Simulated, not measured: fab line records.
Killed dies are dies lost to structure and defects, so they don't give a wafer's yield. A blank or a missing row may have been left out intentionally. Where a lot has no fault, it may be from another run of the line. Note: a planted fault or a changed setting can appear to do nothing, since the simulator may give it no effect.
Which of the tools did it? -- flow nand harc -- 11 lots with 33 wafers sampled at 5 steps, on a route of 1302 steps

WHAT THE GAUGES SHOWED, per wafer
NHARC_END_SORT_01. Usual: killed at array 56, standard deviation 17; killed at other 1.2, standard deviation 1.4; killed at periphery 4, standard deviation 3.2; killed dies 61, standard deviation 16; killed open 3.6, standard deviation 2.1; killed short 2.7, standard deviation 1.8.
lot,measured,on,killed at array,killed at other,killed at periphery,killed dies,killed open,killed short,flag
L925,day 28 15:52,prober-01,36 49 37,1 0 1,3 7 3,40 56 41,2 3 1,4 2 1,
L931,day 30 18:19,prober-01,672 674 675,2 2 0,3 1 2,677 677 677,1 4 7,3 2 1,OFF
L932,day 31 02:25,prober-02,671 670 674,5 3 1,1 4 2,677 677 677,0 2 4,0 2 2,OFF
L933,day 31 17:58,prober-02,675 675 673,0 0 0,2 2 4,677 677 677,3 1 4,6 2 6,OFF

TOOL THAT RAN EACH LOT (tool first, then ch and the chambers of the sampled wafers, then the start)
lot,NHARC_A_STAIRCASE_ETCH_221,NHARC_A_STAIRCASE_TRIM_224,NHARC_A_STAIRCASE_ETCH_225,NHARC_A_STAIRCASE_TRIM_231
L916,"rie diel-12 ch 2,3, day 15 22:29","rie diel-12 ch 0,3, no start","rie diel-12 ch 0,3, no start","rie diel-12 ch 0,1,2, no start"
L918,"rie diel-07 ch 1,2,3, day 16 18:51","rie diel-07 ch 0,1,2, no start","rie diel-07 ch 0,2,3, no start","rie diel-08 ch 0,1,3, no start"
L919,"rie diel-07 ch 1,3, day 17 09:46","rie diel-07 ch 1,2, no start","rie diel-07 ch 1,2,3, no start","rie diel-12 ch 0,1, no start"
L920,"rie diel-12 ch 0,1,3, day 18 03:01","rie diel-12 ch 0,2,3, no start","rie diel-12 ch 0,2,3, no start","rie diel-07 ch 0,1,3, no start"
L922,"rie diel-07 ch 1,2,3, day 18 08:24","rie diel-07 ch 0,1,3, no start","rie diel-07 ch 0,2,3, no start","rie diel-08 ch 0,1,2, no start"
L924,"rie diel-08 ch 0,2, day 19 11:19","rie diel-08 ch 1,2,3, no start","rie diel-08 ch 0,1, no start","rie diel-08 ch 2,3, no start"
L925,"rie diel-12 ch 1,2,3, day 20 03:40","rie diel-12 ch 0,1, day 28 15:52 or earlier","rie diel-12 ch 2,3, day 28 15:52 or earlier","rie diel-08 ch 0,3, day 28 15:52 or earlier"
L929,"rie diel-07 ch 1,2, day 21 00:51","rie diel-07 ch 1,2,3, no start","rie diel-07 ch 0,1, no start","rie diel-07 ch 0,2,3, no start"
L931,"rie diel-07 ch 0,1,2, day 22 04:08","rie diel-07 ch 2,3, day 30 18:19 or earlier","rie diel-07 ch 1,2,3, day 30 18:19 or earlier","rie diel-07 ch 0,1,3, day 30 18:19 or earlier"
L932,"rie diel-07 ch 0,1, day 22 21:28","rie diel-07 ch 1,2,3, day 31 02:25 or earlier","rie diel-07 ch 0,1,3, day 31 02:25 or earlier","rie diel-07 ch 1,2, day 31 02:25 or earlier"
L933,"rie diel-07 ch 0,2, day 23 11:38","rie diel-07 ch 1,3, day 31 17:58 or earlier","rie diel-07 ch 0,3, day 31 17:58 or earlier","rie diel-07 ch 0,3, day 31 17:58 or earlier"
- NHARC_A_STAIRCASE_ETCH_221: etches the open film in C4F8/O2, target depth 100 nm, time 40.5 s.
- NHARC_A_STAIRCASE_TRIM_224: chemistry O2, time 211.2 s.
- NHARC_A_STAIRCASE_ETCH_225: etches the open film in C4F8/O2, target depth 100 nm, time 40.5 s.
- NHARC_A_STAIRCASE_TRIM_231: chemistry O2, time 211.2 s.

WHAT THE TOOLS THEMSELVES READ (means of the sampled wafers that have a number; where no wafer has one, the mark that the record gives instead)
NHARC_A_STAIRCASE_ETCH_221. Usual: bias w 1000 W, standard deviation 3.1; chamber pressure mTorr 24.998 mTorr, standard deviation 0.022; oes product au 0.942 a.u., standard deviation 0.021; rf vpp V 894 V, standard deviation 4.2.
lot,tool,bias w (W),chamber pressure mTorr (mTorr),oes product au (a.u.),rf vpp V (V),flag
L916,rie diel-12,1000,25.006,0.948,900,
L918,rie diel-07,999,25.005,0.942,893,
L919,rie diel-07,1002,24.996,0.950,890,
L920,rie diel-12,1000,24.983,0.937,893,
L922,rie diel-07,999,25.018,0.960,893,
L924,rie diel-08,998,25.014,0.939,891,
L925,rie diel-12,999,25.019,0.922,897,
L929,rie diel-07,998,24.980,0.967,894,
L931,rie diel-07,997,24.999,1.136,893,OFF
L932,rie diel-07,1000,25.020,1.118,892,OFF
L933,rie diel-07,999,24.995,1.142,894,OFF

NHARC_A_STAIRCASE_TRIM_224. Usual: chamber pressure mTorr 59.99 mTorr, standard deviation 0.05; drypump motor current A 5.8 A, standard deviation 0.39; oes product au 0.998 a.u., standard deviation 0.012; rf vpp V 57.5 V, standard deviation 0.83; showerhead plenum p Torr 3.47 Torr, standard deviation 0.11; throttle valve pct 17.037 %, standard deviation 0.0086.
lot,tool,chamber pressure mTorr (mTorr),drypump motor current A (A),oes product au (a.u.),rf vpp V (V),showerhead plenum p Torr (Torr),throttle valve pct (%),flag
L916,rie diel-12,60.06,5.9,0.990,57.6,3.51,17.040,
L918,rie diel-07,59.98,6.0,0.987,57.6,3.47,17.041,
L919,rie diel-07,59.97,6.1,1.006,57.7,3.47,17.052,
L920,rie diel-12,60.00,5.9,0.993,57.8,3.56,17.038,
L922,rie diel-07,60.00,5.7,0.999,57.3,3.42,17.033,
L924,rie diel-08,59.98,5.9,1.014,58.5,3.56,17.038,
L925,rie diel-12,60.02,5.7,0.989,57.0,3.41,17.039,
L929,rie diel-07,59.99,5.7,1.011,58.0,3.41,17.035,
L931,rie diel-07,59.95,5.3,0.993,56.1,3.40,17.044,
L932,rie diel-07,60.00,5.7,0.997,56.7,3.41,17.026,
L933,rie diel-07,59.97,5.4,0.983,57.1,3.36,17.034,

NHARC_A_STAIRCASE_ETCH_225. Usual: bias w 1000.1 W, standard deviation 2.9; chamber pressure mTorr 25.003 mTorr, standard deviation 0.022; oes product au 0.943 a.u., standard deviation 0.014; rf vpp V 894 V, standard deviation 4.1.
lot,tool,bias w (W),chamber pressure mTorr (mTorr),oes product au (a.u.),rf vpp V (V),flag
L916,rie diel-12,997.0,24.990,0.938,895,
L918,rie diel-07,998.4,25.012,0.945,894,
L919,rie diel-07,999.1,24.995,0.948,892,
L920,rie diel-12,1001.1,24.992,0.934,897,
L922,rie diel-07,999.7,24.994,0.945,892,
L924,rie diel-08,1002.9,25.029,0.942,889,
L925,rie diel-12,997.0,25.007,0.935,899,
L929,rie diel-07,1001.2,24.998,0.948,893,
L931,rie diel-07,999.2,25.018,0.942,891,
L932,rie diel-07,999.9,25.022,0.945,892,
L933,rie diel-07,1001.6,25.015,0.921,890,

NHARC_A_STAIRCASE_TRIM_231. Usual: chamber pressure mTorr 60.00 mTorr, standard deviation 0.051; drypump motor current A 5.9 A, standard deviation 0.36; oes product au 1.000 a.u., standard deviation 0.011; rf vpp V 57.7 V, standard deviation 0.93; showerhead plenum p Torr 3.49 Torr, standard deviation 0.13; throttle valve pct 17.036 %, standard deviation 0.0089.
lot,tool,chamber pressure mTorr (mTorr),drypump motor current A (A),oes product au (a.u.),rf vpp V (V),showerhead plenum p Torr (Torr),throttle valve pct (%),flag
L916,rie diel-12,60.00,5.7,0.990,58.5,3.50,17.030,
L918,rie diel-08,59.96,5.9,1.012,58.4,3.46,17.044,
L919,rie diel-12,60.01,5.7,0.985,57.4,3.44,17.035,
L920,rie diel-07,60.05,5.7,0.995,57.1,3.42,17.038,
L922,rie diel-08,60.03,5.7,1.001,58.6,3.44,17.046,
L924,rie diel-08,59.97,6.1,1.002,57.7,3.63,17.042,
L925,rie diel-08,59.99,6.2,1.000,57.4,3.53,17.028,
L929,rie diel-07,60.07,5.6,1.001,56.5,3.44,17.023,
L931,rie diel-07,60.03,5.7,0.997,57.5,3.40,17.029,
L932,rie diel-07,59.97,6.1,1.001,57.5,3.45,17.036,
L933,rie diel-07,60.00,5.5,0.991,58.5,3.43,17.032,

THE ANSWER, worked out from the rows above alone
Rule: lot off if the mean of its wafers having a number is beyond 3 standard deviations from the usual mean. Also off: a lot with no number at a reading for which 4 or more lots have one. Any other lot the step has rows for is counted as sound. First the gauges in route order, then the tools' own readings, where a lot's mean is used as printed above. The first step at which some lot is off is used, and at that step the reading that is off furthest; a lot without a number counts as furthest.
Off, at NHARC_END_SORT_01 on killed dies: L931, L932, L933. Neither off nor sound, because the step has no rows for them: L916, L918, L919, L920, L922, L924, L929.
If a tool, at a process step before that reading, ran all the lots that are off and no sound lot after the first of them, it fits. The gauges at NHARC_END_SORT_01 aren't tried: what is off there is off at NHARC_A_STAIRCASE_ETCH_221 too, on other tools, and a gauge's error can't cause that. NHARC_A_STAIRCASE_TRIM_224 gives no start for some lots, so the hours and the order of its lots are those of NHARC_END_SORT_01. NHARC_A_STAIRCASE_ETCH_225 gives no start for some lots, so the hours and the order of its lots are those of NHARC_END_SORT_01. NHARC_A_STAIRCASE_TRIM_231 gives no start for some lots, so the hours and the order of its lots are those of NHARC_END_SORT_01. One candidate fits, namely rie diel-07 at NHARC_A_STAIRCASE_ETCH_221 and NHARC_A_STAIRCASE_TRIM_224 and NHARC_A_STAIRCASE_ETCH_225 and NHARC_A_STAIRCASE_TRIM_231. It ran no sound lot before its first lot that is off in this sample, so the start can't be narrowed down.

WHAT THE SIMULATOR HAD PUT IN
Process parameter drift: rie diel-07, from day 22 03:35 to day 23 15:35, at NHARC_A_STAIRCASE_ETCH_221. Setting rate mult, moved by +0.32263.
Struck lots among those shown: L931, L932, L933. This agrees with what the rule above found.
